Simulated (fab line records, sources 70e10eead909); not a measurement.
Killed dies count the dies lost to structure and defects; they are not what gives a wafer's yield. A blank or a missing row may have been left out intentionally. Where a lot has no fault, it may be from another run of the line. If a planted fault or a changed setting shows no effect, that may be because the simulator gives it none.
fab line records	flow nandHarc
[record] lots = 6	wafers = 18	lastDay = 24
route steps=1159 shown THIN_TSV@1142 END@1158
lots that met no fault: from a run of the same line without faults
startH: start of the lot's first displayed wafer, in hours after the record's first day	waitH: time in hours since the lot's previous step	" identical to the entry in the row above	L1.1+2: a single row standing in for several wafers	- no value, or no start given	* or withheld: withheld	< > ~ a bound
route shown NAME@n: a module of which the file shows steps, and the number in the route of the first	usual: average and standard deviation across the fault-free wafers	same: alike in all rows	chamber/n: place in a boat	sites: the reading at each site	_std_site: their standard deviation	_edge_site: inner sites' mean taken away from outer sites' mean	radiusMm: how far each site lies from the wafer's centre	mask NAME#n: copy n	behind: the tool/chamber that last shaped the wafer	hold: reason for holding the lot/hours on hold/outcome of the hold	device: the transistor (n, p or np) that didn't switch	end of line: the route-end tests of the same wafers	step lacking rows: just its recipe	killed: not the wafer's yield, but the dies lost to structure and defects at the first sort	map: per-die view of a wafer (x killed, . not killed, _ where there is no die)
set.NAME: the run value of the setting; set.NAME@STEP: its run value at that earlier step	model.NAME: the simulator's own value behind a step, which no gauge read
a table for each step, a row for each wafer; lots at some steps of the route
services: when a tool's chamber went out of use (startH, in hours from the record's first day, below 0 if earlier), for how many hours, and the reason
[[steps]]
[step NHARC_THIN_TSV_COAT_27]
[recipe] spinRpm = *
[step NHARC_THIN_TSV_SOFTBAKE_28]
[recipe] tempC = 122	timeS = 95
[step NHARC_THIN_TSV_EBR_29]
[step NHARC_THIN_TSV_EXPOSE_30]
[recipe] na = 0.55	doseMj = 11.47	maskId = PAD
[step NHARC_THIN_TSV_PEB_31]
[recipe] pebTempC = 118	pebTimeS = 85
[step NHARC_THIN_TSV_DEVELOP_32]
[recipe] timeS = 70
[step NHARC_THIN_TSV_CD_MEAS_33]
[recipe] targetCdNm = 5000	landingEnergyEv = 500
[usual] cdNm = 4999.5/1.8
lot.wafer	tool	chamber	startH	waitH	cdNm
L349.3	cdSem-01	0	452.93	-	4999.9
L349.4	"	0	"	"	5001.9
L349.5	"	0	"	"	4999.2
L359.3	cdSem-01	0	508.13	-	5000.5
L359.4	"	0	"	"	5000.0
L359.6	"	0	"	"	4999.9
L366.2	cdSem-02	0	539.77	-	4994.6
L366.4	"	0	"	"	4997.1
L366.6	"	0	"	"	5000.1
L367.1	cdSem-02	0	541.41	-	4996.5
L367.4	"	0	"	"	4999.9
L367.5	"	0	"	"	5001.5
L370.1	cdSem-01	0	558.53	-	4998.9
L370.3	"	0	"	"	5001.8
L370.6	"	0	"	"	4999.5
L371.4	cdSem-03	0	562.61	-	4998.5
L371.5	"	0	"	"	4999.1
L371.6	"	0	"	"	4998.8
[step NHARC_THIN_TSV_HARDBAKE_34]
[recipe] tempC = 125	timeS = 80
[step NHARC_THIN_TSV_DESCUM_35]
[recipe] timeS = 3	o2FlowSccm = 200	arFlowSccm = 0	biasPowerW = 0	chemistry = O2
[usual] drypumpMotorCurrentA = 5.6/0.47	oesProductAu = 1.002/0.011	rfVppV = 58.0/0.89	showerheadPlenumPTorr = 1.94/0.059	throttleValvePct = 11.312/0.0095
lot.wafer	tool	chamber	startH	waitH	drypumpMotorCurrentA	oesProductAu	rfHoursCounterH	rfVppV	showerheadPlenumPTorr	throttleValvePct
L349.4	rieDiel-08	1	453.09	-	5.0	1.012	10	57.5	1.88	11.291
L349.3	"	2	"	"	5.6	0.987	11	57.7	2.00	11.323
L349.5	"	1	"	"	5.0	1.011	-	57.1	1.88	11.319
L359.4	rieDiel-08	0	508.29	-	6.4	1.006	2	56.6	1.91	11.323
L359.3	"	2	"	"	5.6	0.997	1	57.6	1.99	11.329
L359.6	"	0	"	"	6.4	1.005	-	57.1	1.91	11.313
L366.2	rieDiel-08	0	539.94	-	6.4	1.002	4	57.7	1.91	11.308
L366.4	"	1	"	"	5.0	1.013	4	58.3	1.88	11.308
L366.6	"	0	"	"	6.4	1.001	-	57.4	1.91	11.304
L367.4	rieDiel-08	3	541.57	-	5.7	1.004	4	58.1	1.88	11.312
L367.1	"	2	"	"	5.6	0.981	4	57.0	1.99	11.321
L367.5	"	3	"	"	5.8	1.018	-	56.9	1.88	11.311
L370.3	rieDiel-02	2	558.70	-	5.7	0.998	5	57.3	1.98	11.319
L370.1	"	1	"	"	6.4	1.014	5	57.7	1.97	11.313
L370.6	"	3	"	"	5.7	1.005	-	58.0	2.00	11.301
L371.4	rieDiel-08	2	562.81	-	5.6	0.977	-	58.2	1.99	11.316
L371.6	"	3	"	"	5.7	1.011	-	56.9	1.88	11.305
L371.5	"	1	"	"	5.0	0.997	-	57.5	1.88	11.294
[step NHARC_THIN_TSV_ETCH_59]
[recipe] targetDepthA = 8800	icpW = 900	biasW = 100	Cl2_flow_sccm = 60	bcl3FlowSccm = 30	timeS = 138.1	chemistry = Cl2/BCl3
[usual] bcl3FlowSccm = 29.99/0.09	drypumpMotorCurrentA = 5.4/0.52	oesProductAu = 1.000/0.0078	throttleValvePct = 22.265/0.0091
lot.wafer	tool	chamber	startH	waitH	bcl3FlowSccm	drypumpMotorCurrentA	oesProductAu	rfHoursCounterH	throttleValvePct
L349.3	rieMetal-01	0	453.31	0.2	30.15	5.9	0.997	-	22.267
L349.4	"	1	"	"	30.05	6.1	1.005	-	22.255
L349.5	"	1	"	"	29.81	6.1	1.012	-	22.263
L359.3	rieMetal-02	0	508.49	0.2	29.89	5.0	0.996	-	22.265
L359.4	"	1	"	"	30.08	4.9	1.002	-	22.259
L359.6	"	0	"	"	29.91	5.0	0.997	-	22.289
L366.2	rieMetal-02	1	540.06	0.1	29.97	4.9	0.999	4.6	22.264
L366.4	"	1	"	"	30.04	4.9	0.991	-	22.275
L366.6	"	0	"	"	29.86	5.0	1.012	-	22.265
L367.1	rieMetal-03	0	541.73	0.1	30.06	4.9	0.991	2.0	22.261
L367.4	"	0	"	"	30.08	4.9	0.994	-	22.255
L367.5	"	1	"	"	29.91	5.9	0.984	-	22.271
L370.1	rieMetal-03	0	558.87	0.1	29.79	4.9	0.989	2.5	22.258
L370.3	"	0	"	"	29.94	4.9	0.994	-	22.268
L370.6	"	0	"	"	29.86	4.9	0.993	-	22.265
L371.4	rieMetal-02	1	563.02	0.2	30.03	4.9	1.001	-	22.259
L371.5	"	0	"	"	30.00	4.9	1.003	-	22.260
L371.6	"	1	"	"	29.95	4.9	1.009	-	22.263
[step NHARC_THIN_TSV_ETCH_36]
[recipe] targetDepthA = 650	overEtchFrac = 0.3	timeS = 18.571	ionEnergyEv = 150	chemistry = Cl2/BCl3
[usual] drypumpMotorCurrentA = 5.4/0.52	oesProductAu = 1.000/0.0086
lot.wafer	tool	chamber	startH	waitH	drypumpMotorCurrentA	oesProductAu	rfHoursCounterH
L349.4	rieMetal-01	1	453.56	0.2	6.1	1.001	-
L349.3	"	0	"	"	5.9	1.003	-
L349.5	"	0	"	"	5.9	1.007	-
L359.3	rieMetal-02	1	508.69	0.2	4.9	1.000	-
L359.4	"	0	"	"	4.9	1.001	-
L359.6	"	0	"	"	4.9	0.994	-
L366.2	rieMetal-02	0	540.31	0.2	4.9	0.990	4.7
L366.4	"	0	"	"	5.0	1.001	-
L366.6	"	0	"	"	5.0	1.012	-
L367.1	rieMetal-03	0	541.96	0.2	4.9	1.002	2.2
L367.4	"	0	"	"	4.9	0.995	-
L367.5	"	1	"	"	5.9	0.997	-
L370.1	rieMetal-03	1	559.10	0.2	5.9	0.990	2.7
L370.3	"	1	"	"	5.9	0.993	-
L370.6	"	1	"	"	5.9	0.986	-
L371.4	rieMetal-02	0	563.19	0.1	5.0	1.011	-
L371.5	"	0	"	"	4.9	1.003	-
L371.6	"	1	"	"	4.9	1.006	-
[step NHARC_THIN_TSV_STRIP_56]
[recipe] powerW = 1500	tempC = 250	chemistry = O2
[usual] drypumpMotorCurrentA = 5.6/0.61	heaterPowerW = 374/33
lot.wafer	tool	chamber	startH	waitH	drypumpMotorCurrentA	heaterPowerW	rfHoursCounterH
L349.4	plasmaAsher-02	1	453.75	0.2	5.8	325	-
L349.3	"	0	"	"	6.5	358	-
L349.5	"	0	"	"	6.6	361	-
L359.3	plasmaAsher-02	1	508.87	0.2	5.8	326	-
L359.4	"	0	"	"	6.5	357	-
L359.6	"	1	"	"	5.8	323	-
L366.2	plasmaAsher-01	0	540.63	0.3	5.7	379	25
L366.4	"	1	"	"	4.8	413	-
L366.6	"	1	"	"	4.8	417	-
L367.1	plasmaAsher-01	0	543.05	1.1	5.8	377	27
L367.4	"	0	"	"	5.8	371	-
L367.5	"	0	"	"	5.8	371	-
L370.1	plasmaAsher-02	0	559.24	0.1	6.6	347	5
L370.3	"	0	"	"	6.5	355	-
L370.6	"	0	"	"	6.6	342	-
L371.4	plasmaAsher-01	1	563.38	0.2	4.8	424	-
L371.6	"	1	"	"	4.8	414	-
L371.5	"	0	"	"	5.8	371	-
[step NHARC_THIN_TSV_STRIP_57]
[recipe] timeS = 1200	tempC = 72.5	chemistry = postEtchResidueRemover
[usual] bathGuardTempC = 72.6/0.55
lot.wafer	tool	chamber	startH	waitH	bathGuardTempC
L349.4	wetBench-08	2	454.01	0.2	72.9
L349.3	"	5	"	"	72.9
L349.5	"	6	"	"	72.8
L359.4	wetBench-08	1	509.12	0.2	72.6
L359.3	"	2	"	"	72.7
L359.6	"	5	"	"	72.5
L366.2	wetBench-08	1	540.94	0.3	72.2
L366.4	"	3	"	"	73.4
L366.6	"	5	"	"	72.6
L367.4	wetBench-08	0	543.35	0.2	72.9
L367.5	"	1	"	"	72.0
L367.1	"	4	"	"	72.0
L370.1	wetBench-10	1	559.54	0.3	72.8
L370.3	"	3	"	"	72.3
L370.6	"	6	"	"	71.4
L371.5	wetBench-10	5	563.63	0.1	71.9
L371.4	"	6	"	"	71.6
L371.6	"	7	"	"	72.2
[step NHARC_THIN_TSV_CD_MEAS_37]
[usual] cdNm = 5000.2/2.7
lot.wafer	tool	chamber	startH	waitH	cdNm
L349.3	cdSem-03	-	454.47	-	5001.9
L349.4	"	-	"	"	5008.3
L349.5	"	-	"	"	5002.2
L359.3	cdSem-02	-	509.57	-	5000.0
L359.4	"	-	"	"	5002.9
L359.6	"	-	"	"	5000.8
L366.2	cdSem-01	-	541.38	-	4991.9
L366.4	"	-	"	"	4994.3
L366.6	"	-	"	"	4997.9
L367.1	cdSem-03	-	543.81	-	4994.4
L367.4	"	-	"	"	4999.3
L367.5	"	-	"	"	5001.7
L370.1	cdSem-02	-	559.98	-	5001.7
L370.3	"	-	"	"	4999.0
L370.6	"	-	"	"	4997.7
L371.4	cdSem-02	-	564.08	-	5000.8
L371.5	"	-	"	"	5002.4
L371.6	"	-	"	"	4998.0
[step NHARC_THIN_TSV_ANNEAL_58]
[recipe] tempC = 400	timeS = 1800
[step NHARC_THIN_TSV_INSPECT_40]
[usual] rawDefectCount = 465/78
lot.wafer	tool	chamber	startH	waitH	rawDefectCount
L349.3	defectInspect-02	-	458.22	0.4	385
L349.4	"	-	"	"	473
L349.5	"	-	"	"	391
L359.3	defectInspect-02	-	514.01	0.4	531
L359.4	"	-	"	"	513
L359.6	"	-	"	"	481
L366.2	defectInspect-02	-	543.01	0.4	711
L366.4	"	-	"	"	391
L366.6	"	-	"	"	383
L367.1	defectInspect-01	-	550.63	0.4	460
L367.4	"	-	"	"	491
L367.5	"	-	"	"	777
L370.1	defectInspect-02	-	564.20	0.4	470
L370.3	"	-	"	"	467
L370.6	"	-	"	"	510
L371.4	defectInspect-02	-	568.52	0.4	454
L371.5	"	-	"	"	420
L371.6	"	-	"	"	383
[step NHARC_END_WLT_00]
[usual] VT_DECK1_BOTTOM = 0.873/0.0077	VT_DECK1_BOTTOM_INNER = 0.874/0.0074	VT_DECK1_MEDIAN_NEAR_BOTTOM = 0.875/0.0079	VT_DECK1_MEDIAN_NEAR_BOTTOM_INNER = 0.874/0.0073	VT_DECK1_MIDDLE = 0.887/0.0069	VT_DECK1_MIDDLE_INNER = 0.887/0.007	VT_DECK1_TOP = 0.899/0.0067	VT_DECK1_TOP_INNER = 0.899/0.0068
lot.wafer	tool	chamber	startH	waitH	VT_DECK1_BOTTOM	VT_DECK1_BOTTOM_INNER	VT_DECK1_MEDIAN_NEAR_BOTTOM	VT_DECK1_MEDIAN_NEAR_BOTTOM_INNER	VT_DECK1_MIDDLE	VT_DECK1_MIDDLE_INNER	VT_DECK1_TOP	VT_DECK1_TOP_INNER
L349.3	prober-01	-	464.77	6.6	0.857	0.872	0.869	0.864	0.879	0.877	0.888	0.892
L349.4	"	-	"	"	0.874	0.874	0.878	0.876	0.885	0.885	0.893	0.895
L349.5	"	-	"	"	0.870	0.868	0.880	0.877	0.876	0.888	0.888	0.902
L359.3	prober-02	-	515.07	1.1	0.882	0.880	0.877	0.880	0.889	0.894	0.904	0.904
L359.4	"	-	"	"	0.880	0.867	0.876	0.877	0.888	0.887	0.904	0.901
L359.6	"	-	516.57	2.6	0.863	0.873	0.877	0.873	0.880	0.874	0.898	0.891
L367.1	prober-01	-	550.92	0.3	0.863	0.874	0.869	0.865	0.873	0.884	0.892	0.888
L367.4	"	-	552.40	1.8	0.874	0.868	0.871	0.876	0.887	0.882	0.892	0.896
L367.5	"	-	"	"	0.868	0.868	0.870	0.866	0.888	0.875	0.890	0.892
L366.2	prober-02	-	551.30	8.3	0.863	0.872	0.880	0.879	0.890	0.881	0.908	0.894
L366.4	"	-	552.31	9.3	0.878	0.877	0.882	0.868	0.895	0.892	0.896	0.905
L366.6	"	-	553.32	10.3	0.863	0.870	0.870	0.866	0.891	0.890	0.904	0.901
L370.1	prober-02	-	566.33	2.1	0.866	0.866	0.866	0.869	0.886	0.883	0.896	0.887
L370.3	"	-	567.33	3.1	0.880	0.874	0.875	0.875	0.888	0.884	0.893	0.900
L370.6	"	-	568.83	4.6	0.862	0.866	0.871	0.870	0.878	0.886	0.897	0.891
L371.4	prober-01	-	570.05	1.5	0.873	0.866	0.866	0.869	0.889	0.881	0.901	0.909
L371.5	"	-	"	"	0.880	0.878	0.880	0.874	0.887	0.889	0.892	0.906
L371.6	"	-	"	"	0.871	0.871	0.875	0.876	0.883	0.890	0.900	0.898
[step NHARC_END_SORT_01]
[recipe] tempC = 25
[usual] defectLimitedYield = 95.5/1.3	killedAtArray = 27/8.8	killedAtOther = 0.4/0.82	killedAtPeriphery = 3.1/2.1	killedDies = 31/8.8	killedOpen = 3.3/2	killedShort = 2.0/1.4	sort_bin_2_pct = 1.3/0.56	sort_bin_3_pct = 0.25/0.21	sort_bin_4_pct = 2.9/0.89	sortNPass = 646/8.8	sortRimYieldPct = 95.8/2.7	sortYieldPct = 95.5/1.3
[same] grossDies = 677	sort_bin_5_pct[%] = 0	sort_bin_6_pct[%] = 0	sort_bin_7_pct[%] = 0	sort_bin_8_pct[%] = 0	sortRimNGross = 106.00
lot.wafer	tool	chamber	startH	waitH	defectLimitedYield[%]	killedAtArray	killedAtOther	killedAtPeriphery	killedDies	killedOpen	killedShort	sort_bin_2_pct[%]	sort_bin_3_pct[%]	sort_bin_4_pct[%]	sortNPass	sortRimYieldPct[%]	sortYieldPct[%]
L367.5	prober-01	0	557.07	3.7	93.5	20	22	2	44	3	1	2.1	1.48	3.0	633	87.7	93.5
L366.2	prober-02	0	554.61	2.8	90.7	21	34	8	63	2	1	3.8	1.03	4.4	614	87.7	90.7
// killed by level:class
L366.2 THIN_TSV:unspecified=32 A_CHANNEL_HOLE_D1:chamberFilmFlake=18 P_STI:chamberFilmFlake=4 P_M0:chamberFilmFlake=2 THIN_TSV:chamberFilmFlake=2 P_CONTACT:geometricParticle:open=1 A_SOURCE_PLATE:geometricParticle:short=1 A_M0:geometricParticle:open=1
L367.5 THIN_TSV:unspecified=22 A_SLIT:chamberFilmFlake=6 A_CONTACT:chamberFilmFlake=4 A_WL_FILL:chamberFilmFlake=3 A_CHANNEL_HOLE_D1:chamberFilmFlake=2 P_M1:geometricParticle:short=1 A_ONON_D1:geometricParticle:open=1 A_CHANNEL_FILL_D1:geometricParticle:open=1
// map L366.2 (x killed, . not)
____________.____________
_________......._________
_______..........._______
______.............______
_____..............._____
____.x...........x...____
____.................____
___.............x.x..x___
___..............xxx.x___
__.............x...xxxx__
__..........xx......xxx__
_............xxx..x.xxxx_
_............x..x....xxx_
_.............x.x...xxxx_
_............x.xx....xxx_
_............x.x.....xxx_
.................x....x.x
......................xx.
..x......................
.........................
.........................
_........x.............._
_........x......x......._
_......................._
_................x......_
_......................._
__.....x...............__
__.................x...__
___...................___
___...................___
____.................____
____...........x.....____
_____..............._____
______............x______
_______..........._______
_________......._________
____________.____________
// map L367.5 (x killed, . not)
____________.____________
_________......._________
_______..........._______
______.............______
_____..............._____
____.................____
____................x____
___.................xx___
___..................x___
__..................xxx__
__.................xxxx__
_...x..............xx.xx_
_..........x.........xxx_
_....................xxx_
_...........x........xxx_
_............x.......xxx_
....................x..xx
.....x...................
..........x..........x...
............x.......x....
.........................
_.........x............._
_......................._
_.....x................._
_......................._
_......................._
__.....................__
__.....................__
___...................___
___...................___
____.................____
____.........x.......____
_____x..........x..._____
______.............______
_______..........._______
_________......._________
____________.____________
[[services]]
tool	chamber	startH	hours	kind
rieDiel-08	0	433.30	-	clean
rieDiel-08	1	433.30	-	clean
rieDiel-08	2	433.30	-	clean
rieDiel-08	3	433.30	-	clean
rieDiel-02	0	433.37	4.7	repair
wetBench-10	-	442.95	6.1	repair
rieMetal-03	-	453.00	9.0	pm
plasmaAsher-01	-	454.88	9.0	pm
rieDiel-08	0	457.80	-	clean
rieDiel-08	1	457.80	-	clean
rieDiel-08	2	457.80	-	clean
rieDiel-08	3	457.80	-	clean
rieMetal-02	-	466.17	0.7	repair
rieDiel-08	-	478.82	9.0	pm
rieDiel-08	0	478.82	9.0	ventCycle
rieDiel-08	1	478.82	9.0	ventCycle
rieDiel-08	2	478.82	9.0	ventCycle
rieDiel-08	3	478.82	9.0	ventCycle
rieDiel-02	-	504.76	9.0	pm
rieMetal-01	-	509.00	9.0	pm
rieMetal-03	1	515.22	3.0	repair
rieDiel-08	1	518.18	2.1	repair
plasmaAsher-02	-	537.66	9.0	pm
rieDiel-08	0	561.79	6.4	repair
[[key]]
[firstSign] step = NHARC_THIN_TSV_INSPECT_40	reading = rawDefectCount	direction = up	sigmas = 3.6	usual = 465	struck = 744
[effect] step = NHARC_END_SORT_01	reading = killedAtOther	direction = up	sigmas = 28	usual = 0.4	struck = 28
[moreKillsBornAt] NHARC_THIN_TSV_STRIP_57@wetBench-08 = 54
metAt NHARC_THIN_TSV_STRIP_57
struckWafers L366.2,L367.5
onsetBetween 509.12 540.94
[fault] kind = chamberParticleSource	tool = wetBench-08	chamber = 1	onsetH = 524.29	steps = NHARC_THIN_TSV_STRIP_57	ratePerVisitCm2 = 0.41481	endH = 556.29
